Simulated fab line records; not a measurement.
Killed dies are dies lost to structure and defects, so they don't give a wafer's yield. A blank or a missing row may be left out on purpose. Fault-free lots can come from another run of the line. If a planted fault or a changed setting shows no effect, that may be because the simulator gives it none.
Split-lot experiment ; flow n5 finfet ; route with 1938 steps; 7 lots, 21 wafers read

## THE SPLIT ITSELF
At N5_BEOL_M11_ETCH_41 (etches SiCN in CH3F/O2, target depth 42.6 nm, time 86 s), the setting time s was moved away from the recipe's 86 s on 8 of the 21 wafers read, by -12.7% to +22.2%. This setting was run at the recipe's value on the other wafers.

The reading comes from the split's own step.

## THE READING
etch.depth nm (the simulator's own value, which no gauge read), in nm, at N5_BEOL_M11_ETCH_41 (etches SiCN in CH3F/O2, target depth 42.6 nm, time 86 s). The file does not state a usual value for it. The 13 wafers here that ran the recipe average 32.30 nm, standard deviation 0.46 nm.

wafer;tool, chamber at the split;time s as run, s;against the recipe;etch.depth nm, nm;against lot-mates on the recipe
L075.2;rie diel-02, 3;75.1;-12.7%;28.59;-3.97
L075.3;rie diel-02, 1;86;recipe;32.56;-
L075.6;rie diel-02, 0;75.1;-12.7%;28.07;-4.49
L082.2;rie diel-02, 1;86;recipe;32;-
L082.5;rie diel-02, 1;103.7;+20.6%;39.12;+7.25
L082.6;rie diel-02, 0;86;recipe;31.74;-
L081.2;rie diel-04, 3;105.1;+22.2%;39.53;+7.40
L081.3;rie diel-04, 1;86;recipe;32.61;-
L081.6;rie diel-04, 2;86;recipe;31.66;-
L083.2;rie diel-02, 2;86;recipe;32.78;-
L083.3;rie diel-02, 1;96.11;+11.8%;36.07;+3.29
L083.4;rie diel-02, 3;96.11;+11.8%;36.18;+3.40
L086.2;rie diel-01, 2;86;recipe;32.52;-
L086.3;rie diel-01, 1;86;recipe;33.09;-
L086.6;rie diel-01, 1;86;recipe;32.96;-
L089.1;rie diel-01, 0;86;recipe;32.06;-
L089.5;rie diel-01, 2;86;recipe;31.85;-
L089.6;rie diel-01, 1;103;+19.8%;39.04;+7.08
L093.1;rie diel-04, 2;86;recipe;31.88;-
L093.3;rie diel-04, 1;94.32;+9.7%;35.24;+3.20
L093.4;rie diel-04, 3;86;recipe;32.2;-

FIT RESULTS
A straight line over all 21 wafers: etch.depth nm changes by +0.326 nm for each +1% of time s; r = +0.99; the points scatter about the line by 0.4 nm.
The same after taking each lot's own level away (the mean of its wafers on the recipe; 21 wafers): +0.336 nm for each +1%; r = +1.00; scatter 0.32 nm.
Per that fit: largest time s move, reading shift of 7.5 nm.
Across the lots, their own levels run from 31.870 to 32.857 nm, a range of 2.1 times the standard deviation given above.
The two slopes agree, so the slope changes little with the lot-to-lot level.
Check: with one of the wafers moved furthest among these (+22.2%) left out of the fit, the line predicts +7.46 nm for it against its lot-mates. Against them it came out at +7.4 nm.

## FURTHER SPLITS ON THESE WAFERS
Other splits were also applied to these wafers ahead of the reading. Each is held against what the fit with the lots' levels taken away leaves over:
other split on the same wafers;wafers away from the commonest value;r with etch.depth nm (lot level and that fit taken away)
N5_BEOL_M11_COAT_05 spin rpm;11;+0.10
N5_BEOL_M11_VIA_ETCH_34 time s;10;-0.46

## THE FILE'S OWN FIT
etch.depth nm changes by +0.34 nm for each +1% of time s, r = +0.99.
